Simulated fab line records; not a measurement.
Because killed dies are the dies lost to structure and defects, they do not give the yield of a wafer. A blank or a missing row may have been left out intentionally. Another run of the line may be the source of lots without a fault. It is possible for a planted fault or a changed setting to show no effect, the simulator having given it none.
The tool behind it: which one?    flow n5 finfet    Sampling: 11 lots, 33 wafers, 4 of 1938 route steps

== WHAT THE GAUGES READ, wafer by wafer ==
N5_PASSIVATION_CD_MEAS_10: the cd target is 3000 nm. Usual: cd nm reads 2999.9 nm (standard deviation 1.6).
lot   measured      on         cd nm (nm)            flag
L847  day 12 04:10  cd sem-03  2996.8 3000.0 2998.7  
L849  day 12 20:20  cd sem-02  2999.5 3001.4 2998.7  
L848  day 13 14:22  cd sem-03  2999.6 2998.3 2998.0  
L853  day 15 02:01  cd sem-02  2999.6 3000.8 2999.5  
L856  day 14 09:05  cd sem-03  2998.7 3001.2 3002.4  
L863  day 16 14:51  cd sem-01  2999.9 2999.0 3000.4  
L862  day 16 19:07  cd sem-02  2998.2 2997.4 2998.5  
L866  day 17 15:53  cd sem-02  3000.5 2999.0 2997.8  
L869  day 17 16:03  cd sem-03  3000.2 2999.1 3000.5  
L868  day 17 22:53  cd sem-01  2999.4 3000.1 2999.9  
L867  day 17 19:37  cd sem-03  3000.1 2998.9 2999.7  

== TOOL THAT RAN EACH LOT (tool first, then ch and the chambers of the sampled wafers, then the start) ==
lot   N5_BEOL_M2_HM_STRIP_39               N5_MIM_BOT_ETCH_ETCH_04             N5_MIM_BOT_ETCH_STRIP_01
L847  wet bench-01 ch 0,2,7, day 6 21:40   rie diel-01 ch 2,3, day 12 02:05    rie diel-01 ch 0,1, day 12 02:25
L849  wet bench-06 ch 0,2,4, day 7 07:58   rie diel-06 ch 2,3, day 12 18:51    rie diel-03 ch 0,1,2, day 12 19:10
L848  wet bench-06 ch 2,4,6, day 7 13:17   rie diel-03 ch 1,2, day 13 11:05    rie diel-06 ch 0,1,3, day 13 11:26
L853  wet bench-01 ch 2,3,6, day 9 07:07   rie diel-01 ch 0,1,2, day 15 00:02  rie diel-06 ch 0,1,3, day 15 00:26
L856  wet bench-01 ch 3,5,6, day 9 07:22   rie diel-01 ch 0,1,2, day 14 07:13  rie diel-06 ch 1,2,3, day 14 07:44
L863  wet bench-06 ch 2,6,7, day 10 18:03  rie diel-03 ch 0,2,3, day 16 13:30  rie diel-06 ch 0,1,3, day 16 13:49
L862  wet bench-06 ch 0,1,3, day 11 12:16  rie diel-06 ch 1,3, day 16 16:11    rie diel-06 ch 0,2, day 16 16:32
L866  wet bench-03 ch 2,3,7, day 12 01:14  rie diel-03 ch 0,1,2, day 17 13:16  rie diel-06 ch 1,3, day 17 13:35
L869  wet bench-03 ch 2,3,7, day 12 11:26  rie diel-06 ch 0,3, day 17 13:25    rie diel-01 ch 0,3, day 17 13:44
L868  wet bench-01 ch 5,6,7, day 12 11:29  rie diel-01 ch 0,1, day 17 18:47    rie diel-03 ch 0,1, day 17 19:06
L867  wet bench-03 ch 2,5,7, day 12 17:04  rie diel-01 ch 2,3, day 17 17:59    rie diel-06 ch 0,1, day 17 18:22
- N5_BEOL_M2_HM_STRIP_39: strips TiN in peroxide tin strip, target depth 25 nm, time 158 s.
- N5_MIM_BOT_ETCH_ETCH_04: etches SiNx in CF4/O2, target depth 26 nm, time 13 s.
- N5_MIM_BOT_ETCH_STRIP_01: strips in O2.

== WHAT THE TOOLS THEMSELVES READ (means of the sampled wafers that have a number; where no wafer has one, the mark that the record gives instead) ==
N5_MIM_BOT_ETCH_ETCH_04. Usual: chamber pressure mTorr 40.00 mTorr, standard deviation 0.043; drypump motor current A 5.8 A, standard deviation 0.39; oes_f_703_au 0.79 a.u., standard deviation 0.068; oes product au 0.79 a.u., standard deviation 0.072; rf vpp V 241.2 V, standard deviation 1.7; showerhead plenum p Torr 2.21 Torr, standard deviation 0.065; throttle valve pct 16.06 %, standard deviation 0.28.
lot   tool         chamber pressure mTorr (mTorr)  drypump motor current A (A)  oes_f_703_au (a.u.)  oes product au (a.u.)  rf vpp V (V)  showerhead plenum p Torr (Torr)  throttle valve pct (%)  flag
L847  rie diel-01  39.95                           5.9                          0.75                 0.76                   242.8         2.23                             16.03                   
L849  rie diel-06  39.99                           5.9                          0.78                 0.78                   242.7         2.21                             16.10                   
L848  rie diel-03  39.97                           5.7                          0.78                 0.79                   242.1         2.30                             16.05                   
L853  rie diel-01  40.00                           5.6                          0.75                 0.76                   241.7         2.21                             16.12                   
L856  rie diel-01  40.03                           5.6                          0.76                 0.76                   241.5         2.21                             16.12                   
L863  rie diel-03  40.00                           5.6                          0.85                 0.85                   242.6         2.29                             16.02                   
L862  rie diel-06  40.02                           5.7                          0.78                 0.78                   239.6         2.15                             16.20                   
L866  rie diel-03  40.03                           5.8                          0.80                 0.81                   241.9         2.28                             16.04                   
L869  rie diel-06  40.01                           5.5                          0.75                 0.74                   240.9         2.20                             16.05                   
L868  rie diel-01  39.92                           5.5                          0.76                 0.75                   241.1         2.17                             16.00                   
L867  rie diel-01  40.04                           5.9                          0.88                 0.89                   242.1         2.22                             15.78                   

N5_MIM_BOT_ETCH_STRIP_01. Usual: chamber pressure mTorr 30.01 mTorr, standard deviation 0.069; drypump motor current A 5.8 A, standard deviation 0.38; oes product au 0.80 a.u., standard deviation 0.076; rf vpp V 3.8 V, standard deviation 1.3; showerhead plenum p Torr 2.11 Torr, standard deviation 0.07; throttle valve pct 16.72 %, standard deviation 0.27.
lot   tool         chamber pressure mTorr (mTorr)  drypump motor current A (A)  oes product au (a.u.)  rf vpp V (V)  showerhead plenum p Torr (Torr)  throttle valve pct (%)  flag
L847  rie diel-01  29.97                           5.5                          0.80                   5.0           2.08                             16.54                   
L849  rie diel-03  30.03                           5.8                          0.87                   2.5           2.19                             16.68                   
L848  rie diel-06  29.94                           5.7                          0.76                   3.6           2.07                             16.78                   
L853  rie diel-06  30.06                           5.6                          0.76                   4.9           2.07                             16.81                   
L856  rie diel-06  30.04                           6.0                          0.75                   2.9           2.06                             16.91                   
L863  rie diel-06  30.05                           5.6                          0.75                   5.0           2.06                             16.82                   
L862  rie diel-06  30.02                           6.4                          0.70                   3.3           2.07                             17.11                   
L866  rie diel-06  30.00                           5.7                          0.75                   3.7           2.03                             16.87                   
L869  rie diel-01  29.97                           5.9                          0.80                   3.2           2.02                             16.52                   
L868  rie diel-03  29.97                           5.9                          0.85                   4.4           2.16                             16.66                   
L867  rie diel-06  29.91                           5.8                          0.74                   4.1           2.03                             16.97                   

== THE ANSWER, worked out from the rows above alone ==
Rule: lot off if the mean of its wafers having a number is beyond 3 standard deviations from the usual mean. A lot without any number at a reading at which 4 lots or more have one is off too. Any other lot the step has rows for is counted as sound. Order of review: gauges by route order, followed by the tools' own readings, for which a lot's mean as printed above is used. At the first step where some lot is off, the reading lying furthest off is the one used; lots without a number count as furthest.
Nothing can be told from this: no lot is off at any reading shown.

== WHAT WAS PUT IN BY THE SIMULATOR ==
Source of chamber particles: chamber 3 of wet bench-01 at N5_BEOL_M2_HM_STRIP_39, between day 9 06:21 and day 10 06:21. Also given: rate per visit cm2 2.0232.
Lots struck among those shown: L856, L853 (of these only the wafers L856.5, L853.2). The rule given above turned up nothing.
